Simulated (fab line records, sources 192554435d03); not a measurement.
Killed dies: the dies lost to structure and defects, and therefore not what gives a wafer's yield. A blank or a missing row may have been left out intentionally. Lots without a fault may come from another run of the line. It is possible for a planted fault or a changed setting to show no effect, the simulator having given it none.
A lot that was struck, set against a sound lot ; flow n5_finfet ; 15 out of 1938 route steps
Sound: wafers L892.1, L892.5, L892.6. Struck: wafer L899.4 (left out: L899.5, L899.6 of the same lot, which were not struck); the cause appears at the end.
At each step with rows: each side's tool, then ch and its chambers, then its first start. Under that, the readings that differ: sound wafers ; struck wafers ; difference of the means ; sigmas: that difference in standard deviations of wafers without a fault.
alike: a reading whose means differ by less than 2 such deviations, as well as words and numbers matching on both sides. not compared: withheld readings; readings where some wafer has no value; bounds like >300 that might hide an equal value; numbers whose values overlap and for which the record gives no deviation.
Wherever a step has rows on one side only, a row that says differs or no value, or a row with sigmas, the two part there. Non-overlapping numbers with no deviation appear without sigmas and do not part them. Lack of a reading on every wafer of one side parts them only where that side has two or more wafers.

first, 1 step without rows for these wafers: N5_BEOL_M6_TRENCH_ETCH_37 (etches SiCOH lowk in C4F6/O2, target depth 94.435 nm, time 31.5 s).
N5_BEOL_M6_ETCH_41: etches SiCN in CH3F/O2, target depth 29.7 nm, time 52 s.
  sound on rie_diel-03 ch 1,2,3; struck on rie_diel-03 ch 1
reading;sound;struck;difference;sigmas
oes_product_au (a.u.);0.93 0.90 0.68;0.66;-0.18;-2
  alike: O2_flow_sccm, drypump_motor_current_A, rf_vpp_V, showerhead_plenum_p_Torr, throttle_valve_pct
  not compared: rf_hours_counter_h
N5_BEOL_M6_STRIP_80: strips in N2/H2, time 10 s.
  sound on rie_diel-03 ch 1,2,3; struck on rie_diel-03 ch 1
reading;sound;struck;difference;sigmas
oes_product_au (a.u.);0.93 0.91 0.70;0.67;-0.18;-2
throttle_valve_pct (%);23.15 23.44 24.25;24.28;+0.67;+2
  alike: drypump_motor_current_A, rf_vpp_V, showerhead_plenum_p_Torr
  not compared: rf_hours_counter_h
N5_BEOL_M6_OCD_MEAS_38:
  sound: ocd-02 at day 8 14:09; struck: ocd-01 at day 10 11:46
  alike: trench_depth_nm
then, 4 steps without rows for these wafers: N5_BEOL_M6_HM_STRIP_39 (strips TiN in peroxide tin strip, target depth 25 nm, time 158 s); N5_BEOL_M6_SRD_40 (time 30 s); N5_BEOL_M6_PRECLEAN_42 (cleans in residue remover, time 60 s); N5_BEOL_M6_SRD_43 (time 30 s).
N5_BEOL_M6_CD_MEAS_35: target cd 40 nm, target cd y 28 nm.
  sound: cd_sem-02 at day 8 14:19; struck: cd_sem-02 at day 10 11:55
  alike: cd_nm
N5_BEOL_M6_CURE_75: cures SiCOH lowk, time 120 s.
  sound on uv_cure-03 ch 0, day 8 14:31; struck on uv_cure-01 ch 1, day 10 12:06
reading;sound;struck;difference;sigmas
wafer_temp_C_max;372.6 373.0 373.1;371.3;-1.6;-2
  alike: lamp_power_pct
N5_BEOL_M6_DEGAS_44: time 60 s.
  sound: pvd_sputter-01 at day 8 14:52; struck: pvd_sputter-01 at day 10 12:35
  alike: heater_power_w
then, 1 step without rows for these wafers: N5_BEOL_M6_PRE_CLEAN_45 (time 30 s).
N5_BEOL_M6_ALD_77: deposits TaN, target thk 2 nm, pulse time 2 s, purge time 3 s.
  sound on ald_metal-01 ch 2,3, day 8 14:58; struck on ald_metal-02 ch 3, day 10 12:47
reading;sound;struck;difference;sigmas
co_reactant_pulse_time_s (s);3 3 3;3.2406;+0.2406;
  alike: chamber_pressure_Torr, heater_power_w
N5_BEOL_M6_SURFACE_TREAT_79:
  sound: pvd_sputter-03 at day 8 15:17; struck: pvd_sputter-01 at day 10 13:14
  not compared: throttle_valve_pct
-- the record jumps here: 3 days lie between the struck wafers' starts before and after (it left off in module BEOL_M6 and takes up again in module PASSIVATION, whose first step shown is number 1936 of the route) --
N5_PASSIVATION_PROBE_49:
  sound: prober-02 at day 12 06:07; struck: prober-01 at day 13 21:26
  alike: defect_limited_yield, killed_at_M0_to_M3, killed_at_M4_up, killed_at_contacts, killed_at_front_end, killed_at_other, killed_dies, killed_open, killed_short, sort_bin_5_function, sort_bin_6_memory, sort_n_pass, sort_yield_pct

WHERE THEY PART
Earliest at N5_BEOL_M6_ETCH_41; latest, in this record, at N5_BEOL_M6_CURE_75. Later steps at which nothing parts them and some readings are alike: N5_BEOL_M6_DEGAS_44, N5_BEOL_M6_ALD_77, N5_PASSIVATION_PROBE_49.

WHY: what had been put in by the simulator
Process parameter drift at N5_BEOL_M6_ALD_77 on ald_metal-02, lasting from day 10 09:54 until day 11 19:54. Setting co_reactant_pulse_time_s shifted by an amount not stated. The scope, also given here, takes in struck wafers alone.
